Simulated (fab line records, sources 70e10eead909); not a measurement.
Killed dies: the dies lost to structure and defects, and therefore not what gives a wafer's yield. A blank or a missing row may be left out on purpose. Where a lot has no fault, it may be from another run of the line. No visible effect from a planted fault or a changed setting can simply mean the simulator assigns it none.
Matching of chambers ; flow nand harc ; NHARC_A_STAIRCASE_CMP_450 on cmp-04 has 4 sister chambers
The step polishes SiO2, target thk 200 nm. 18 wafers are shown with their chamber, then 9 later ones without.

== WAFERS WITH THEIR CHAMBER ==
wafer;chamber;motor current A (A);retaining ring pressure frac
L074.1;3;12.2;0.998
L074.2;0;12.9;1.001
L074.5;3;12.0;1.004
L075.1;3;11.7;0.997
L075.2;1;11.9;0.992
L075.4;0;12.9;1.004
L076.1;3;12.1;1.002
L076.5;1;11.8;0.998
L076.6;0;13.7;0.997
L084.1;3;11.7;1.007
L084.4;0;12.8;1.003
L084.6;2;10.3;1.000
L087.1;1;12.2;1.000
L087.3;0;12.8;1.000
L087.5;0;13.3;1.000
L092.2;3;12.3;1.004
L092.4;2;10.1;1.008
L092.5;2;10.9;1.003

SIGNATURES (means of the wafers above)
reading;chamber 0;chamber 1;chamber 2;chamber 3;scatter within a chamber
motor current A;13.067;11.967;10.433;12.000;0.317
retaining ring pressure frac;1.00083;0.99667;1.00367;1.00200;0.00351
Rule: for a wafer and a chamber, the distance is found by dividing, reading by reading, the gap between the wafer's reading and the chamber's mean by the reading's scatter, squaring, summing and taking the root. The wafer belongs to the nearest chamber; if the next one is less than 2 further off, it can't be placed. How the scatter is found: for the shown wafers, subtract from each reading the mean of its chamber, square and add these, divide the total by (wafers less chambers), then take the root.

== WAFERS WHOSE CHAMBER IS MISSING ==
wafer;motor current A (A);retaining ring pressure frac
L090.1;13.1;0.995
L090.2;12.2;1.010
L090.6;11.4;1.002
L095.1;10.6;0.995
L095.2;12.6;0.993
L095.4;12.3;1.011
L097.1;12.6;1.006
L097.5;12.5;1.003
L097.6;11.8;0.989

== WHICH CHAMBER EACH WENT THROUGH ==
wafer;from the rows above;in truth
L090.1;can't be placed: 0 or 1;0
L090.2;can't be placed: 3 or 0 or 1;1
L090.6;can't be placed: 3 or 1 or 2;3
L095.1;can't be placed: 2 or 1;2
L095.2;can't be placed: 1 or 0 or 3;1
L095.4;can't be placed: 3 or 0 or 1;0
L097.1;can't be placed: 0 or 3 or 1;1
L097.5;can't be placed: 3 or 0 or 1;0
L097.6;can't be placed: 1 or 3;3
Correct placement for 0 of the 9. Can't be placed from these rows: 9 (the true chamber is among the candidates in 9). 0 placed wrongly.
